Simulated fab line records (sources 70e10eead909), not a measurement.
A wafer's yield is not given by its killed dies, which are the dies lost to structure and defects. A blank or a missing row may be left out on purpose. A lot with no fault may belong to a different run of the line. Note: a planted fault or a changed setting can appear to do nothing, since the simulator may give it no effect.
2 desks, one fault || flow nandHarc || every desk sees just its own numbers, and what lay behind them comes last

THE TOOL OWNER'S DESK: lithoTrack-05
At NHARC_P_ZERO_WELL_SOFTBAKE_06 (time 70 s), the tool's own readings, given per lot that ran on this tool as the mean of the sampled wafers with a number. Marked OUT: a lot whose mean sits more than 4 standard deviations from the usual mean, which makes it out of limits; the brackets give that distance.
Columns: A = heaterPowerTotalW at NHARC_P_ZERO_WELL_SOFTBAKE_06, usual 201.0 W; B = plateTempC at NHARC_P_ZERO_WELL_SOFTBAKE_06, usual 125.03 C
{"lot": "L973", "first seen here": "day 3 12:00", "A": 200.2, "B": 124.88}
{"lot": "L975", "first seen here": "day 4 08:00", "A": 201.1, "B": 125.07}
{"lot": "L976", "first seen here": "day 4 18:00", "A": "212.9 (+9.1) OUT", "B": 125.08}
{"lot": "L978", "first seen here": "day 5 14:00", "A": "212.9 (+9.2) OUT", "B": 124.81}
{"lot": "L987", "first seen here": "day 9 08:00", "A": 200.2, "B": 124.95}
{"lot": "L990", "first seen here": "day 10 14:00", "A": 199.7, "B": 125.16}
This desk's verdict: out of limits on L976, L978, starting with L976 at day 4 18:00 (heaterPowerTotalW at NHARC_P_ZERO_WELL_SOFTBAKE_06). L973, L975, L987, L990 stayed within limits.

METROLOGY DESK
What the gauges read, lot by lot, whatever tool the lot ran on: means of the sampled wafers that have a number. Marked OUT: a lot whose mean sits more than 4 standard deviations from the usual mean, which makes it out of limits; the brackets give that distance.
Columns: A = overlayXNm at NHARC_P_STI_OVL_MEAS_10, usual -2 nm; B = overlayYNm at NHARC_P_STI_OVL_MEAS_10, usual 2 nm
{"lot": "L970", "first seen here": "day 3 06:18", "A": 1, "B": 3}
{"lot": "L971", "first seen here": "day 3 16:10", "A": -4, "B": 4}
{"lot": "L973", "first seen here": "day 4 11:20", "A": 5, "B": 0}
{"lot": "L975", "first seen here": "day 5 07:32", "A": -5, "B": -4}
{"lot": "L976", "first seen here": "day 5 16:03", "A": 12, "B": 2}
{"lot": "L978", "first seen here": "day 6 11:33", "A": -6, "B": 8}
{"lot": "L984", "first seen here": "day 9 01:28", "A": -12, "B": -5}
{"lot": "L987", "first seen here": "day 10 06:42", "A": -3, "B": 6}
{"lot": "L988", "first seen here": "day 10 20:32", "A": -10, "B": -6}
{"lot": "L989", "first seen here": "day 11 06:59", "A": -3, "B": -1}
{"lot": "L990", "first seen here": "day 11 17:52", "A": -0, "B": 5}
{"lot": "L991", "first seen here": "day 11 22:31", "A": -13, "B": 12}
{"lot": "L992", "first seen here": "day 12 08:16", "A": -12, "B": 4}
This desk found nothing out of limits on any of the 13 lots.

ALL TOGETHER
An alarm could have come from the tool owner's desk at day 4 18:00, on L976, L978.
At the metrology desk, nothing out of limits was observed.
The metrology desk holds a record of L976, L978, inside its limits.
All the named lots went through NHARC_P_ZERO_WELL_SOFTBAKE_06 on lithoTrack-05.

WHAT THE SIMULATOR PUT IN
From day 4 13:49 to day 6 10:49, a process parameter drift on lithoTrack-05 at NHARC_P_ZERO_WELL_SOFTBAKE_06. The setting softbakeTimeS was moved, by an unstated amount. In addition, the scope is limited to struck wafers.
Lots struck among those shown: L976, L978.
Delay in hours, fault start to first out-of-limits reading, by desk: the tool owner's desk at 4.
